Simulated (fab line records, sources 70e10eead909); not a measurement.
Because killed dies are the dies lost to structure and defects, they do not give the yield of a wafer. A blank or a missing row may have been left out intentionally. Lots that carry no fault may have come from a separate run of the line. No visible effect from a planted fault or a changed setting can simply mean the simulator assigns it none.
Matching of chambers / flow nand harc / 4 sister chambers for NHARC_A_CONTACT_ETCH_90 on rie diel-04
The step etches the open film in CH3F/O2, target depth 40 nm, time 85.7 s. 4 wafers are shown with their chamber, then 9 later ones without.

WAFERS WITH THEIR CHAMBER
wafer=L079.4; chamber=1; showerhead plenum p Torr (Torr)=2.57
wafer=L079.5; chamber=3; showerhead plenum p Torr (Torr)=2.48
wafer=L085.2; chamber=2; showerhead plenum p Torr (Torr)=2.47
wafer=L085.6; chamber=0; showerhead plenum p Torr (Torr)=2.59

WAFERS WITH NO CHAMBER GIVEN
wafer=L086.1; showerhead plenum p Torr (Torr)=2.47
wafer=L086.4; showerhead plenum p Torr (Torr)=2.56
wafer=L086.6; showerhead plenum p Torr (Torr)=2.56
wafer=L097.1; showerhead plenum p Torr (Torr)=2.55
wafer=L097.2; showerhead plenum p Torr (Torr)=2.46
wafer=L097.6; showerhead plenum p Torr (Torr)=2.57
wafer=L097.3; showerhead plenum p Torr (Torr)=2.57
wafer=L097.4; showerhead plenum p Torr (Torr)=2.55
wafer=L097.5; showerhead plenum p Torr (Torr)=2.46

WHICH CHAMBER EACH ONE RAN IN
wafer=L086.1; from the rows above=can't be placed: 2 or 3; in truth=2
wafer=L086.4; from the rows above=can't be placed: 1 or 0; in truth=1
wafer=L086.6; from the rows above=can't be placed: 1 or 0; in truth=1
wafer=L097.1; from the rows above=can't be placed: 1 or 0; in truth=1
wafer=L097.2; from the rows above=can't be placed: 2 or 3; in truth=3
wafer=L097.6; from the rows above=can't be placed: 1 or 0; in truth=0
wafer=L097.3; from the rows above=can't be placed: 1 or 0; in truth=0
wafer=L097.4; from the rows above=can't be placed: 1 or 0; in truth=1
wafer=L097.5; from the rows above=can't be placed: 2 or 3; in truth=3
Placed correctly: 0 of 9. Unplaceable from these rows: 9, with the true chamber sitting among the candidates in 9. Placed wrongly: 0.
How it was worked out, from the rows above alone: a wafer's distance from a chamber is the root of the sum, over the readings, of the square of ((its reading less the chamber's mean) divided by the reading's scatter). If the next closest chamber is less than 2 further off than the closest, the wafer can't be placed; otherwise it belongs to the closest. Each chamber's mean is taken over the wafers shown for it. The scatter (one wafer shown for each chamber): square how far every hidden wafer sits from the nearest shown wafer, average those squares and take the square root.
